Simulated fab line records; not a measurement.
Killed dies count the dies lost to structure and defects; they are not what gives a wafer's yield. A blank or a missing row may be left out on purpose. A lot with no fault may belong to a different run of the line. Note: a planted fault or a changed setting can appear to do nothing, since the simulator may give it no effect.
Problem report in the 8D (eight disciplines) form, filled by code ; flow nand harc ; the parts of the form that need people (team, actions taken, sign-off) are left out

== 1. THE ISSUE ==
Wafers with no fault read 65.4 s with a standard deviation of 0.61, whereas run length s at NHARC_A_M0_ETCH_34 reads a mean of 55.0 s on 1 wafer of 1 lot. Measured from the usual mean, that is -17 standard deviations.
The step: etches the open film in N2/H2, target depth 40 nm, overetch 12 nm, time 43.94 s.
Earliest sighting: wafer L535.4 on rie diel-07 at day 29 04:01. At this step, 36 wafers from 12 lots have a number in the record. Rule for "out" (also "out of limits"): further than 4 standard deviations from the usual mean. All remaining wafers that have a number are taken as sound.

== 2. WHAT IT IS, WHAT IT ISN'T ==
question;is;is not
which readings at this step;run length s;drypump motor current A, mfc ar sccm, oes product au, rf vpp V, showerhead plenum p Torr, throttle valve pct
which lots;L535;L521, L522, L523, L525, L526, L527, L529, L531, L540, L541, L543
which wafers of those lots;L535.4;L535.2, L535.5
read on which tools;rie diel-07;rie diel-09
when;from day 29 04:01;"up to then (26 sound wafers); but 9 sound wafers of L540, L541, L543 came after"

== 3. THE SUSPECTS, EACH WITH WHAT RULES IT OUT ==
Counting: a tool at a process step up to the reading stays a suspect if it ran every lot that is out. Sound lots after the first of them don't rule it out here, since some wafers of a struck lot are sound.
- pvd sputter-01 at NHARC_A_BLC_PVD_32 (deposits Ti, target thk 5 nm, time 17.7 s): kept. L535, the lot that is out, went through it at day 29 03:50; up to then, the latest sound lot through it was L531 at day 27 08:06. NHARC_A_BLC_PVD_32: start missing for some lots; hours and lot order therefore follow NHARC_A_M0_OVL_MEAS_10.
- cvd w-02 at NHARC_A_BLC_CVD_24 (deposits W, target thk 150 nm, time 434 s): kept. L535, the lot that is out, went through it at day 29 03:50; up to then, the latest sound lot through it was L529 at day 26 21:32. NHARC_A_BLC_CVD_24: start missing for some lots; hours and lot order therefore follow NHARC_A_M0_OVL_MEAS_10.
- rie diel-07 at NHARC_A_M0_ETCH_34 (etches the open film in N2/H2, target depth 40 nm, overetch 12 nm, time 43.94 s): kept. L535, the lot that is out, went through it at day 29 04:01; up to then, the latest sound lot through it was L529 at day 26 21:43. Out on those wafers are its own readings of run length s.
- rie diel-07, NHARC_A_M0_ETCH_34: wafers that are out in chamber 3, sound lot-mates in chambers 0, 1.
pvd sputter-01 at NHARC_A_BLC_PVD_32, cvd w-02 at NHARC_A_BLC_CVD_24 and rie diel-07 at NHARC_A_M0_ETCH_34 are what is left after counting.

== 4. THE CAUSE (what the simulator had put in) ==
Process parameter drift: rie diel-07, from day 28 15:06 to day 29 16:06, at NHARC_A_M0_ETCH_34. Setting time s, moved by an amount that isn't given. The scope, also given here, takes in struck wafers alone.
This tool is one of the 3 suspects left after counting.

== 5. THE EFFECT CHAIN, in route order ==
Each row: a reading whose mean over the struck wafers that have a number lies more than 3 standard deviations from the usual. Only readings whose record carries a usual standard deviation are examined. hours: median over the lots of the time between each lot's start at the first step of this table that gives one and its start at this step. sigmas: the change, counted in usual standard deviations.
hours;step;reading;usual;on struck wafers;change;sigmas
0;NHARC_A_M0_ETCH_34;run length s;65.4 s;55.0;-10.4;-17
It contains these process steps:
- NHARC_A_M0_ETCH_34: etches the open film in N2/H2, target depth 40 nm, overetch 12 nm, time 43.94 s.

== 6. WHAT WOULD HAVE CAUGHT IT SOONER ==
In this record the first reading out of limits was taken at day 29 04:01, 13 hours after the fault began at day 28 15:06.
